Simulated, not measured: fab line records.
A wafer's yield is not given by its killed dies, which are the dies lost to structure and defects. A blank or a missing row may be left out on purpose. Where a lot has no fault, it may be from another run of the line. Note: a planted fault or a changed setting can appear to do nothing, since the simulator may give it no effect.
Chamber matching :: flow nand harc :: NHARC_A_STAIRCASE_ETCHBACK_157 on rie diel-01 has 4 sister chambers
The step etches the open film in CH3F/O2, target depth 90 nm, time 167.14 s. 20 wafers are shown with their chamber, then 10 later ones without.

== WAFERS, EACH WITH ITS CHAMBER ==
wafer: L075.1
chamber: 0
drypump motor current A (A): 6.0
showerhead plenum p Torr (Torr): 2.33
rf vpp V (V): 241.6

wafer: L075.4
chamber: 0
drypump motor current A (A): 6.0
showerhead plenum p Torr (Torr): 2.33
rf vpp V (V): 243.0

wafer: L075.5
chamber: 2
drypump motor current A (A): 6.4
showerhead plenum p Torr (Torr): 2.32
rf vpp V (V): 241.3

wafer: L074.2
chamber: 1
drypump motor current A (A): 5.2
showerhead plenum p Torr (Torr): 2.40
rf vpp V (V): 245.2

wafer: L074.5
chamber: 0
drypump motor current A (A): 6.0
showerhead plenum p Torr (Torr): 2.33
rf vpp V (V): 242.0

wafer: L074.6
chamber: 2
drypump motor current A (A): 6.4
showerhead plenum p Torr (Torr): 2.32
rf vpp V (V): 243.1

wafer: L077.1
chamber: 0
drypump motor current A (A): 6.0
showerhead plenum p Torr (Torr): 2.32
rf vpp V (V): 242.2

wafer: L077.3
chamber: 3
drypump motor current A (A): 5.8
showerhead plenum p Torr (Torr): 2.48
rf vpp V (V): 246.0

wafer: L077.6
chamber: 0
drypump motor current A (A): 6.0
showerhead plenum p Torr (Torr): 2.32
rf vpp V (V): 243.2

wafer: L080.3
chamber: 3
drypump motor current A (A): 5.8
showerhead plenum p Torr (Torr): 2.48
rf vpp V (V): 244.2

wafer: L080.4
chamber: 2
drypump motor current A (A): 6.4
showerhead plenum p Torr (Torr): 2.31
rf vpp V (V): 243.1

wafer: L080.5
chamber: 1
drypump motor current A (A): 5.2
showerhead plenum p Torr (Torr): 2.40
rf vpp V (V): 242.6

wafer: L082.2
chamber: 1
drypump motor current A (A): 5.2
showerhead plenum p Torr (Torr): 2.39
rf vpp V (V): 244.3

wafer: L082.5
chamber: 1
drypump motor current A (A): 5.2
showerhead plenum p Torr (Torr): 2.39
rf vpp V (V): 243.4

wafer: L082.6
chamber: 2
drypump motor current A (A): 6.4
showerhead plenum p Torr (Torr): 2.31
rf vpp V (V): 242.3

wafer: L084.4
chamber: 1
drypump motor current A (A): 5.3
showerhead plenum p Torr (Torr): 2.39
rf vpp V (V): 243.5

wafer: L084.5
chamber: 3
drypump motor current A (A): 5.8
showerhead plenum p Torr (Torr): 2.47
rf vpp V (V): 245.7

wafer: L084.6
chamber: 0
drypump motor current A (A): 6.0
showerhead plenum p Torr (Torr): 2.31
rf vpp V (V): 242.7

wafer: L090.1
chamber: 0
drypump motor current A (A): 5.9
showerhead plenum p Torr (Torr): 2.31
rf vpp V (V): 242.5

wafer: L090.5
chamber: 3
drypump motor current A (A): 5.8
showerhead plenum p Torr (Torr): 2.47
rf vpp V (V): 244.6

SIGNATURES, as means of the wafers listed above
reading: drypump motor current A
chamber 0: 5.986
chamber 1: 5.220
chamber 2: 6.400
chamber 3: 5.800
scatter within a chamber: 0.0322

reading: showerhead plenum p Torr
chamber 0: 2.3214
chamber 1: 2.3940
chamber 2: 2.3150
chamber 3: 2.4750
scatter within a chamber: 0.0071

reading: rf vpp V
chamber 0: 242.457
chamber 1: 243.800
chamber 2: 242.450
chamber 3: 245.125
scatter within a chamber: 0.8
Rule: distance of a wafer from a chamber = root of the sum over the readings of ((wafer's reading minus chamber's mean) / reading's scatter) squared. If the next closest chamber is less than 2 further off than the closest, the wafer can't be placed; otherwise it belongs to the closest. How the scatter is found: for the shown wafers, subtract from each reading the mean of its chamber, square and add these, divide the total by (wafers less chambers), then take the root.

== WAFERS MISSING THEIR CHAMBER ==
wafer: L090.6
drypump motor current A (A): 6.4
showerhead plenum p Torr (Torr): 2.31
rf vpp V (V): 243.2

wafer: L088.1
drypump motor current A (A): 5.2
showerhead plenum p Torr (Torr): 2.39
rf vpp V (V): 244.5

wafer: L088.2
drypump motor current A (A): 6.4
showerhead plenum p Torr (Torr): 2.31
rf vpp V (V): 242.0

wafer: L088.3
drypump motor current A (A): 6.0
showerhead plenum p Torr (Torr): 2.31
rf vpp V (V): 242.2

wafer: L094.2
drypump motor current A (A): 5.8
showerhead plenum p Torr (Torr): 2.46
rf vpp V (V): 245.1

wafer: L094.4
drypump motor current A (A): 5.2
showerhead plenum p Torr (Torr): 2.38
rf vpp V (V): 243.6

wafer: L094.6
drypump motor current A (A): 6.0
showerhead plenum p Torr (Torr): 2.30
rf vpp V (V): 243.2

wafer: L097.1
drypump motor current A (A): 6.4
showerhead plenum p Torr (Torr): 2.30
rf vpp V (V): 242.6

wafer: L097.2
drypump motor current A (A): 5.8
showerhead plenum p Torr (Torr): 2.45
rf vpp V (V): 244.5

wafer: L097.3
drypump motor current A (A): 6.0
showerhead plenum p Torr (Torr): 2.30
rf vpp V (V): 242.0

== EACH ONE'S CHAMBER ==
wafer: L090.6
from the rows above: 2
in truth: 2

wafer: L088.1
from the rows above: 1
in truth: 1

wafer: L088.2
from the rows above: 2
in truth: 2

wafer: L088.3
from the rows above: 0
in truth: 0

wafer: L094.2
from the rows above: 3
in truth: 3

wafer: L094.4
from the rows above: 1
in truth: 1

wafer: L094.6
from the rows above: 0
in truth: 0

wafer: L097.1
from the rows above: 2
in truth: 2

wafer: L097.2
from the rows above: 3
in truth: 3

wafer: L097.3
from the rows above: 0
in truth: 0
10 of 10 placed correctly. Can't be placed from these rows: 0. Number placed wrongly: 0.
